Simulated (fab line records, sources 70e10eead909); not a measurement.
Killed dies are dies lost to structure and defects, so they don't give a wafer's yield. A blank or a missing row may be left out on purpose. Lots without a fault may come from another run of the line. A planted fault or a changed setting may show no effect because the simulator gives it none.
fab line records | flow nand_harc
record lots=6 wafers=18 last_day=24
route steps=1159 shown P_CONTACT@233 P_M0@253 END@1159
lots that met no fault: from a run of the same line without faults
start_h: hours from the record's first day to the start of the lot's first wafer shown | wait_h: hours since the lot's step before | " the same as in the row above | L1.1+2: a row that stands for several wafers | - no value, or no start given | * or withheld: withheld | < > ~ a bound
route shown NAME@n: a module of which the file shows steps, and the number in the route of the first | usual: mean/standard deviation of fault-free wafers | same: alike in all rows | chamber/n: place in a boat | sites: the reading at each site | _std_site: their standard deviation | _edge_site: outer sites' mean less inner sites' | radius_mm: how far each site lies from the wafer's centre | mask NAME#n: copy n | behind: the tool/chamber that last shaped the wafer | hold: why the lot was held/for how many hours/how that ended | device: the transistor (n, p or np) that didn't switch | end of line: the same wafers' tests at the end of the route | a step without rows: its recipe alone | killed: dies lost to structure and defects at the first sort, not the wafer's yield | map: a wafer's dies, x killed, . not, _ none there
set.NAME: the setting as run; set.NAME@STEP: as run at that earlier step | model.NAME: the simulator's own value behind a step, which no gauge read
lots at some steps of the route; a table a step, a row a wafer
services: from which hour (start_h, from the record's first day; less than 0 if before it) a tool's chamber was out of use, for how many hours, and why
## steps
# step NHARC_P_CONTACT_OVL_MEAS_13
# usual overlay_x_nm=-0.1/0.8 overlay_y_nm=0.1/0.81
# columns lot.wafer tool chamber start_h wait_h overlay_x_nm overlay_y_nm
L960.2 overlay-01 - 146.11 - -0.4 -0.2
L960.4 " - " " -0.1 -0.4
L960.6 " - " " -0.1 0.2
L962.2 overlay-02 - 163.69 - 0.0 1.2
L962.3 " - " " -1.0 1.5
L962.6 " - " " -0.7 1.4
L965.1 overlay-02 - 189.36 - -0.5 0.5
L965.2 " - " " 0.0 0.8
L965.3 " - " " -0.6 0.6
L969.2 overlay-02 - 202.73 - -0.6 0.3
L969.3 " - " " 0.1 0.1
L969.6 " - " " -0.4 0.3
L973.1 overlay-01 - 223.60 - -1.9 1.5
L973.4 " - " " -1.8 1.6
L973.6 " - " " -2.2 1.4
L977.3 overlay-01 - 247.89 - -0.8 -0.4
L977.5 " - " " -1.0 -1.0
L977.6 " - " " -0.1 -0.8
# step NHARC_P_CONTACT_INSPECT_14
# usual raw_defect_count=3.6/2
# columns lot.wafer tool chamber start_h wait_h raw_defect_count
L960.2 defect_inspect-01 - 146.14 0.0 8
L960.4 " - " " 2
L960.6 " - " " 3
L962.2 defect_inspect-01 - 163.72 0.0 4
L962.3 " - " " 4
L962.6 " - " " 7
L965.1 defect_inspect-01 - 189.39 0.0 3
L965.2 " - " " 3
L965.3 " - " " 4
L969.2 defect_inspect-02 - 202.77 0.0 4
L969.3 " - " " 5
L969.6 " - " " 2
L973.1 defect_inspect-02 - 223.64 0.0 4
L973.4 " - " " 4
L973.6 " - " " 3
L977.3 defect_inspect-01 - 247.93 0.0 3
L977.5 " - " " 3
L977.6 " - " " 2
# step NHARC_P_CONTACT_DESCUM_17
# recipe time_s=3 o2_flow_sccm=200 ar_flow_sccm=0 bias_power_w=0 chemistry=O2
# usual chamber_pressure_mTorr=60.00/0.06 drypump_motor_current_A=5.7/0.38 oes_product_au=0.999/0.012 rf_vpp_V=57.7/0.88 showerhead_plenum_p_Torr=1.90/0.089 throttle_valve_pct=11.310/0.0096
# same time_s=3
# columns lot.wafer tool chamber start_h wait_h chamber_pressure_mTorr drypump_motor_current_A oes_product_au rf_hours_counter_h rf_vpp_V showerhead_plenum_p_Torr throttle_valve_pct
L960.2 rie_diel-04 0 146.22 0.1 60.05 6.3 0.994 3 57.1 2.02 11.298
L960.4 " 1 " " 59.96 5.4 0.996 3 58.5 2.01 11.299
L960.6 " 2 " " 60.13 6.0 1.015 - 56.8 1.83 11.319
L962.3 rie_diel-04 2 163.79 0.1 60.01 6.0 1.024 4 58.7 1.83 11.318
L962.2 " 3 " " 59.97 5.5 0.998 4 56.4 1.79 11.323
L962.6 " 2 " " 60.10 6.0 1.022 - 56.6 1.83 11.320
L965.3 rie_diel-04 0 189.45 0.1 60.00 6.3 1.003 7 58.6 2.01 11.305
L965.2 " 1 " " 59.99 5.4 0.994 7 59.1 2.00 11.305
L965.1 " 3 " " 59.84 5.5 0.986 7 56.8 1.79 11.323
L969.3 rie_diel-04 1 202.85 0.1 60.00 5.4 0.988 8 57.3 2.01 11.317
L969.2 " 2 " " 60.01 6.0 1.014 8 58.6 1.83 11.310
L969.6 " 0 " " 60.03 6.3 0.990 - 57.3 2.01 11.294
L973.1 rie_diel-12 2 223.70 0.1 59.93 5.2 0.997 1 58.3 1.99 11.313
L973.4 " 3 " " 59.93 6.0 0.978 1 56.6 1.87 11.307
L973.6 " 3 " " 60.03 6.0 0.972 - 58.1 1.87 11.318
L977.3 rie_diel-04 3 247.99 0.1 59.98 5.5 1.000 14 57.5 1.79 11.306
L977.6 " 3 " " 59.98 5.5 0.991 - 56.9 1.79 11.293
L977.5 " 1 " " 60.04 5.5 0.994 - 56.4 2.00 11.305
# step NHARC_P_CONTACT_ETCH_35
# recipe target_depth_a=390 over_etch_frac=0.3 time_s=65 ion_energy_ev=80 cf4_flow_sccm=150 ar_flow_sccm=0 rf_w=300 bias_w=100 chemistry=CF4
# step NHARC_P_CONTACT_ETCH_36
# recipe target_depth_a=2600 over_etch_frac=0.25 time_s=406.25 ion_energy_ev=200 n2_flow_sccm=150 h2_flow_sccm=150 ar_flow_sccm=0 rf_w=400 bias_w=150 chemistry=N2/H2
# step NHARC_P_CONTACT_ETCH_18
# recipe target_depth_a=4810 time_s=240.5 c4f8_flow_sccm=20 o2_flow_sccm=10 ar_flow_sccm=withheld rf_w=600 bias_w=1500 chemistry=C4F8/O2/Ar
# step NHARC_P_CONTACT_STRIP_37
# recipe c4f8_flow_sccm=withheld o2_flow_sccm=8 ar_flow_sccm=withheld bias_w=0 chemistry=C4F8/O2/Ar
# step NHARC_P_CONTACT_ETCH_31
# recipe target_depth_a=300 time_s=85.7 ion_energy_ev=120 over_etch_frac=1 ch3f_flow_sccm=50 o2_flow_sccm=30 ar_flow_sccm=200 rf_w=500 bias_w=100 chemistry=CH3F/O2
# step NHARC_P_CONTACT_CD_MEAS_19
# usual cd_nm=89.5/1.5
# columns lot.wafer tool chamber start_h wait_h cd_nm
L960.2 cd_sem-03 - 147.08 - 87.3
L960.4 " - " " 90.8
L960.6 " - " " 89.2
L962.2 cd_sem-01 - 164.66 - 88.6
L962.3 " - " " 88.3
L962.6 " - " " 90.1
L965.1 cd_sem-01 - 190.33 - 88.1
L965.2 " - " " 91.4
L965.3 " - " " 89.9
L969.2 cd_sem-02 - 203.70 - 90.7
L969.3 " - " " 88.7
L969.6 " - " " 91.0
L973.1 cd_sem-01 - 224.57 - 91.5
L973.4 " - " " 89.8
L973.6 " - " " 91.8
L977.3 cd_sem-01 - 249.01 - 87.1
L977.5 " - " " 88.6
L977.6 " - " " 90.6
# step NHARC_P_CONTACT_STRIP_28
# recipe o2_flow_sccm=500 ar_flow_sccm=0 bias_w=0 chemistry=O2
# step NHARC_P_CONTACT_STRIP_29
# recipe time_s=1200 temp_c=72.5 chemistry=post_etch_residue_remover
# step NHARC_P_CONTACT_DEGAS_38
# recipe temp_c=300 time_s=60
# step NHARC_P_CONTACT_PRE_CLEAN_39
# recipe time_s=19.5 bias_v=250 gas=Ar
# same time_s=19.5
# columns lot.wafer tool chamber start_h wait_h
L960.2+4+6 pvd_sputter-02 - 147.86 -
L962.3+2+6 pvd_sputter-03 - 165.43 -
L965.1+3+2 pvd_sputter-03 - 191.10 -
L969.2+3+6 pvd_sputter-03 - 204.47 -
L973.1+4+6 pvd_sputter-02 - 225.37 -
L977.3+6+5 pvd_sputter-02 - 249.83 -
# step NHARC_P_CONTACT_PVD_32
# recipe target_thk_a=50 chamber_pressure_pa=5 power_w=5000 substrate_temp_c=200 time_s=17.7 material=Ti
# usual throttle_valve_pct=29.9/1.5
# same time_s=17.7
# columns lot.wafer tool chamber start_h wait_h throttle_valve_pct
L960.4 pvd_sputter-02 - - - 31.0
L960.2 " - " " 29.4
L960.6 " - " " 30.9
L962.2 pvd_sputter-03 - - - 32.2
L962.3 " - " " 28.5
L962.6 " - " " 28.8
L965.3 pvd_sputter-03 - - - 28.7
L965.2 " - " " 32.2
L965.1 " - " " 28.5
L969.2 pvd_sputter-03 - - - 32.4
L969.3 " - " " 29.1
L969.6 " - " " 32.4
L973.4 pvd_sputter-02 - - - 30.6
L973.1 " - " " 28.0
L973.6 " - " " 30.5
L977.3 pvd_sputter-02 - - - 28.1
L977.6 " - " " 28.2
L977.5 " - " " 31.0
# step NHARC_P_CONTACT_ALD_22
# recipe target_thk_a=30 pulse_time_s=1 ald_cycles=150 temp_c=450 material=TiN
# step NHARC_P_CONTACT_CVD_23
# recipe target_thk_a=2000 temp_c=300 pressure_torr=40 wf6_flow_sccm=40 h2_flow_sccm=1600 ar_flow_sccm=1560 time_s=557 material=W
# step NHARC_P_CONTACT_CMP_24
# recipe t_overpolish_s=30 target_thk_nm=200
# usual motor_current_A=11.8/1.4 overpolish_run_s=30.000/0.0091 slurry_filter_dp_kPa=13.49/0.13 time_to_endpoint_s=40/3.2
# columns lot.wafer tool chamber start_h wait_h motor_current_A overpolish_run_s slurry_filter_dp_kPa time_to_endpoint_s
L960.2 cmp-03 1 153.42 0.6 14.7 30.016 13.53 43
L960.4 " 2 " " 12.9 30.019 13.58 40
L960.6 " 1 " " 13.9 30.006 13.55 42
L962.3 cmp-02 1 166.47 0.3 9.3 29.996 13.59 36
L962.2 " 0 " " 12.7 29.996 13.59 43
L962.6 " 2 " " 11.3 30.005 13.49 38
L965.1 cmp-04 3 194.04 0.5 11.9 29.993 13.41 44
L965.2 " 0 " " 11.9 29.991 13.40 40
L965.3 " 1 " " 11.5 29.996 13.68 43
L969.2 cmp-04 0 210.38 0.6 12.1 30.012 13.59 40
L969.3 " 1 " " 10.9 29.996 13.31 39
L969.6 " 0 " " 11.8 30.006 13.52 40
L973.4 cmp-03 2 230.28 0.4 13.2 29.995 13.52 40
L973.1 " 1 " " 14.9 30.008 13.53 41
L973.6 " 2 " " 12.9 30.001 13.60 34
L977.3 cmp-02 3 250.90 0.4 11.8 29.987 13.34 33
L977.6 " 1 " " 9.3 29.993 13.75 35
L977.5 " 2 " " 11.0 30.006 13.26 33
# step NHARC_P_CONTACT_SRD_26
# step NHARC_P_M0_DEP_00
# recipe target_thk_a=1500 target_thk_nm=150 temp_c=withheld pressure_torr=5 flow_sccm=200 rf_w=600 material=SiOC
# step NHARC_P_M0_DEHYDRATE_01
# recipe temp_c=150 time_s=120
# step NHARC_P_M0_HMDS_02
# recipe time_s=30
# step NHARC_P_M0_COAT_33
# recipe temp_c=200 time_s=65
# step NHARC_P_M0_COAT_03
# recipe spin_rpm=1500 resist_thk_nm=90
# step NHARC_P_M0_SOFTBAKE_04
# recipe temp_c=105 time_s=55
# step NHARC_P_M0_EBR_05
# step NHARC_P_M0_EXPOSE_06
# recipe na=1.35 target_cd_nm=90 dose_mj=81.28 mask_id=P_M0
# step NHARC_P_M0_PEB_07
# recipe peb_temp_c=100 peb_time_s=65
# step NHARC_P_M0_DEVELOP_08
# recipe develop_time_s=35 dev_temp_c=23
# step NHARC_P_M0_CD_MEAS_09
# recipe target_cd_nm=90 landing_energy_ev=500
# usual cd_nm=90.2/0.63
# columns lot.wafer tool chamber start_h wait_h cd_nm
L960.2 cd_sem-02 0 154.73 - 90.7
L960.4 " 0 " " 90.2
L960.6 " 0 " " 90.9
L962.2 cd_sem-01 0 167.81 - 89.9
L962.3 " 0 " " 89.8
L962.6 " 0 " " 88.3
L965.1 cd_sem-01 0 195.34 - 89.3
L965.2 " 0 " " 90.0
L965.3 " 0 " " 90.1
L969.2 cd_sem-03 0 211.53 - 90.7
L969.3 " 0 " " 90.6
L969.6 " 0 " " 90.6
L973.1 cd_sem-03 0 231.59 - 89.5
L973.4 " 0 " " 90.2
L973.6 " 0 " " 89.9
L977.3 cd_sem-02 0 252.17 - 90.4
L977.5 " 0 " " 90.4
L977.6 " 0 " " 90.8
# step NHARC_P_M0_OVL_MEAS_10
# recipe pitch_nm=180
# usual overlay_x_nm=-0.1/0.76 overlay_y_nm=-0.2/0.83
# columns lot.wafer tool chamber start_h wait_h overlay_x_nm overlay_y_nm
L960.2 overlay-01 - 154.82 - 1.2 -0.4
L960.4 " - " " 1.9 -0.5
L960.6 " - " " 1.0 -0.2
L962.2 overlay-02 - 167.90 - -0.4 0.6
L962.3 " - " " -0.5 0.9
L962.6 " - " " -0.9 -0.1
L965.1 overlay-01 - 195.43 - 0.0 0.5
L965.2 " - " " -0.6 0.1
L965.3 " - " " -0.2 0.7
L969.2 overlay-01 - 211.62 - 0.4 0.8
L969.3 " - " " 0.5 1.0
L969.6 " - " " 0.7 1.3
L973.1 overlay-02 - 231.68 - 0.2 0.2
L973.4 " - " " 0.1 -0.4
L973.6 " - " " -0.1 0.5
L977.3 overlay-02 - 252.25 - -1.4 0.1
L977.5 " - " " -1.8 0.8
L977.6 " - " " -2.1 0.7
# step NHARC_P_M0_DESCUM_14
# recipe time_s=3 o2_flow_sccm=200 ar_flow_sccm=0 bias_power_w=0 chemistry=O2
# step NHARC_P_M0_ETCH_34
# recipe target_depth_a=400 overetch_a=120 time_s=43.94 ion_energy_ev=200 n2_flow_sccm=150 h2_flow_sccm=150 ar_flow_sccm=0 rf_w=400 bias_w=150 chemistry=N2/H2
# step NHARC_P_M0_ETCH_15
# recipe target_depth_a=1500 overetch_a=150 time_s=82.5 c4f8_flow_sccm=withheld ar_flow_sccm=400 rf_w=600 bias_w=300 chemistry=C4F8/Ar
# step NHARC_P_M0_CD_MEAS_16
# usual cd_nm=89.9/0.81
# columns lot.wafer tool chamber start_h wait_h cd_nm
L960.2 cd_sem-02 - 155.22 - 90.0
L960.4 " - " " 89.0
L960.6 " - " " 90.6
L962.2 cd_sem-01 - 168.30 - 89.9
L962.3 " - " " 89.8
L962.6 " - " " 86.8
L965.1 cd_sem-02 - 196.16 - 88.2
L965.2 " - " " 90.6
L965.3 " - " " 89.9
L969.2 cd_sem-03 - 212.02 - 90.8
L969.3 " - " " 90.1
L969.6 " - " " 90.4
L973.1 cd_sem-03 - 232.07 - 89.0
L973.4 " - " " 89.8
L973.6 " - " " 89.2
L977.3 cd_sem-02 - 252.65 - 90.5
L977.5 " - " " 90.0
L977.6 " - " " 90.1
# step NHARC_P_M0_STRIP_18
# recipe power_w=1000 n2_flow_sccm=150 h2_flow_sccm=150 ar_flow_sccm=0 bias_w=0 chemistry=N2/H2
# step NHARC_P_M0_STRIP_19
# recipe time_s=600 temp_c=30 chemistry=post_etch_residue_remover
# step NHARC_P_M0_DEGAS_28
# recipe temp_c=250 time_s=60
# usual heater_power_w=325/42
# same time_s=60
# columns lot.wafer tool chamber start_h wait_h heater_power_w
L960.4 pvd_sputter-02 - 155.86 - 350
L960.2 " - " " 354
L960.6 " - " " 244
L962.2 pvd_sputter-01 - 168.91 - 320
L962.3 " - " " 294
L962.6 " - " " 318
L965.1 pvd_sputter-02 - 196.78 - 308
L965.3 " - " " 342
L965.2 " - " " 238
L969.2 pvd_sputter-01 - 212.69 - 382
L969.3 " - " " 314
L969.6 " - " " 382
L973.4 pvd_sputter-01 - 232.70 - 392
L973.1 " - " " 310
L973.6 " - " " 279
L977.3 pvd_sputter-01 - 253.28 - 388
L977.6 " - " " 312
L977.5 " - " " 285
# step NHARC_P_M0_PRE_CLEAN_29
# recipe time_s=30 temp_c=280 gas=H2/He
# step NHARC_P_M0_PVD_20
# recipe target_thk_a=50 bias_v=168.6 power_w=15000 chamber_pressure_pa=0.12 time_s=8.06 substrate_temp_c=50 material=TaN
# usual throttle_valve_pct=29.7/1.5
# same time_s=8.06
# columns lot.wafer tool chamber start_h wait_h throttle_valve_pct
L960.4 pvd_sputter-02 - - - 29.4
L960.2 " - " " 31.3
L960.6 " - " " 29.1
L962.2 pvd_sputter-01 - - - 28.0
L962.3 " - " " 27.5
L962.6 " - " " 30.6
L965.3 pvd_sputter-02 - - - 28.1
L965.2 " - " " 31.2
L965.1 " - " " 29.2
L969.2 pvd_sputter-01 - - - 27.7
L969.3 " - " " 30.3
L969.6 " - " " 30.3
L973.1 pvd_sputter-01 - - - 30.5
L973.4 " - " " 27.4
L973.6 " - " " 30.4
L977.3 pvd_sputter-01 - - - 27.8
L977.6 " - " " 27.5
L977.5 " - " " 30.5
# step NHARC_END_SORT_01
# recipe temp_c=25
# usual killed_at_array=29/11 killed_at_other=0.7/1.1 killed_at_periphery=2.9/2.2 killed_dies=33/11 killed_open=3.1/1.8 killed_short=1.9/1.4
# same gross_dies=677
# columns lot.wafer tool chamber start_h wait_h killed_at_array killed_at_other killed_at_periphery killed_dies killed_open killed_short
L965.1 prober-01 0 513.60 2.5 30 1 27 58 3 1
L969.3 prober-01 0 523.01 3.1 36 2 31 69 2 0
L973.1 prober-01 0 555.24 2.5 43 1 4 48 5 2
L973.6 prober-01 0 559.24 4.0 50 0 1 51 2 1
# killed by level:class
L965.1 P_CONTACT:unspecified=24 A_SLIT:chamber_film_flake=12 A_CONTACT:chamber_film_flake=5 A_ZERO_WELL:chamber_film_flake=3 A_SGD_CUT:chamber_film_flake=3 A_CHANNEL_HOLE_D1:chamber_film_flake=3 A_CHANNEL_FILL_D1:chamber_film_flake=2 P_GATE:geometric_particle:open=1
L969.3 P_CONTACT:unspecified=28 A_CHANNEL_HOLE_D1:chamber_film_flake=19 A_SLIT:chamber_film_flake=10 A_CONTACT:chamber_film_flake=3 A_STAIRCASE:chamber_film_flake=2 THIN_TSV:chamber_film_flake=2 A_BLC:geometric_particle:open=1 A_M0:geometric_particle:open=1
L973.1 A_CHANNEL_HOLE_D1:chamber_film_flake=15 A_SLIT:chamber_film_flake=12 A_STAIRCASE:chamber_film_flake=4 A_CONTACT:chamber_film_flake=4 A_M1:chamber_film_flake=3 P_M0:geometric_particle:open=2 A_SOURCE_PLATE:geometric_particle:open=2 P_M0:geometric_particle:short=1
L973.6 A_CHANNEL_HOLE_D1:chamber_film_flake=18 A_SLIT:chamber_film_flake=18 A_CONTACT:chamber_film_flake=4 A_M1:chamber_film_flake=4 A_CHANNEL_FILL_D1:geometric_particle:open=2 A_CHANNEL_FILL_D1:chamber_film_flake=2 A_WL_FILL:geometric_particle:short=1 P_CONTACT:chamber_film_flake=1
# map L965.1 (x killed, . not)
____________.____________
_________.xx...._________
_______..........._______
______.............______
_____.....x........._____
____.................____
____.....x......x....____
___...................___
___...........x.......___
__.....................__
__..x..................__
_......................._
_....x.................._
_......................._
_......................._
_......x................_
..........x..............
.........................
.........................
.........................
.................x.......
_.......x..............._
_.............x........._
_.x.............xx.x...._
_..x................x..._
_xxx..........x........._
__xxxx.x...............__
__xxx..................__
___xxxx...............___
___xx.x.x.x...........___
____x.x.x............____
____xxxxx.......xx...____
_____xx.x......x...._____
______x...x.x......______
_______x.........._______
_________......._________
____________.____________
# map L969.3 (x killed, . not)
____________.____________
_________...x..._________
_______...x.x....._______
______....xxxxx....______
_____......xx......._____
____........xxx......____
____.......x.......x.____
___.........xx........___
___.......xx.x........___
__...x......x...x......__
__.....................__
_....x.................._
_..x...................._
_......................._
_......................._
_......................._
.........................
.........................
.........................
.........................
.xx.x....................
_......................._
_......................._
_......................._
_xxx...................._
_xxx...................._
__xx.x.................__
__xxxxx................__
___xxxx...............___
___xxxx.x.x......x....___
____xxxx.xx.......x..____
____xxxx.............____
_____xx............._____
______xx...........______
_______x.........._______
_________......._________
____________.____________
## services
# columns tool chamber start_h hours kind
cmp-02 - 128.50 4.0 pm
cmp-04 - 141.22 0.3 repair
rie_diel-04 0 145.40 - clean
rie_diel-04 1 145.40 - clean
rie_diel-04 2 145.40 - clean
cmp-03 - 157.67 0.6 repair
pvd_sputter-01 - 158.01 10.0 pm
cmp-03 - 161.98 4.0 pm
pvd_sputter-01 - 169.99 10.7 repair
cmp-03 - 172.53 1.9 repair
pvd_sputter-02 - 174.14 7.8 repair
rie_diel-04 2 178.37 1.5 repair
rie_diel-12 2 184.40 13.2 repair
pvd_sputter-01 - 184.48 9.0 repair
cmp-04 - 192.83 1.1 repair
rie_diel-04 - 195.89 0.3 repair
rie_diel-12 - 202.52 9.0 pm
cmp-04 - 203.00 4.0 pm
rie_diel-04 0 206.22 5.4 repair
pvd_sputter-02 - 214.01 10.0 pm
rie_diel-04 0 215.23 5.7 repair
cmp-02 - 226.50 4.0 pm
pvd_sputter-03 - 243.63 3.9 repair
rie_diel-04 0 246.58 15.6 repair
## key
first_sign step=NHARC_END_SORT_01 reading=killed_at_periphery direction=up sigmas=12 usual=2.9 struck=29
more_kills_born_at NHARC_P_CONTACT_PRE_CLEAN_39@pvd_sputter-03=52
met_at NHARC_P_CONTACT_PRE_CLEAN_39
struck_wafers L965.1,L969.3
tester_left_out L965,L969
onset_between 165.43 191.10
fault kind=chamber_particle_source tool=pvd_sputter-03 chamber=- onset_h=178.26 steps=NHARC_P_CONTACT_PRE_CLEAN_39 rate_per_visit_cm2=0.5779 end_h=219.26 scope=struck_wafers_only
# tester_left_out: of these lots the tester's yield and bins aren't shown, on N5 and GAA mostly nor the transistor test; their killed dies are dies lost to structure and defects alone, not to doping, threshold or leakage, so they don't give the yield
